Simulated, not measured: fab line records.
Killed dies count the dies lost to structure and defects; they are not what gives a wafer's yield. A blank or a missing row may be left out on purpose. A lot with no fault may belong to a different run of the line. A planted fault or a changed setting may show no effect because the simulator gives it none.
Chamber matching	flow n5Finfet	uvCure-02 running N5_BEOL_M5_CURE_80: 3 sister chambers
The step cures SiCOH lowk, time 120 s. 3 wafers are shown with their chamber, then 12 later ones without.

## WAFERS WITH THEIR CHAMBER
wafer	chamber	wafer_temp_C_max
L078.5	1	371.0
L082.4	2	371.0
L088.4	0	371.2

## WAFERS WITHOUT THEIR CHAMBER
wafer	wafer_temp_C_max
L093.1	371.1
L093.2	370.8
L093.6	370.2
L093.3	370.9
L093.4	370.9
L093.5	371.0
L094.1	371.9
L094.4	371.1
L094.6	371.1
L094.2	371.5
L094.3	371.3
L094.5	371.4

## CHAMBER TAKEN BY EACH
wafer	from the rows above	in truth
L093.1	can't be placed: 0 or 1 or 2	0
L093.2	can't be placed: 1 or 2 or 0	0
L093.6	can't be placed: 1 or 2 or 0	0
L093.3	can't be placed: 1 or 2 or 0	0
L093.4	can't be placed: 1 or 2 or 0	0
L093.5	can't be placed: 1 or 2 or 0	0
L094.1	can't be placed: 0 or 1 or 2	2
L094.4	can't be placed: 0 or 1 or 2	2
L094.6	can't be placed: 0 or 1 or 2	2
L094.2	can't be placed: 0 or 1 or 2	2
L094.3	can't be placed: 0 or 1 or 2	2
L094.5	can't be placed: 0 or 1 or 2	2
Correctly placed: 0 of 12. From these rows, 12 cannot be placed; in 12 the true chamber is one of the candidates. Number placed wrongly: 0.
How it was worked out, from the rows above alone: a wafer's distance from a chamber is the root of the sum, over the readings, of the square of ((its reading less the chamber's mean) divided by the reading's scatter). The wafer belongs to the nearest chamber; if the next one is less than 2 further off, it can't be placed. Each chamber's mean is taken over the wafers shown for it. The scatter: with one shown wafer a chamber, the root of the mean of the squares of how far each hidden wafer lies from its nearest shown one.
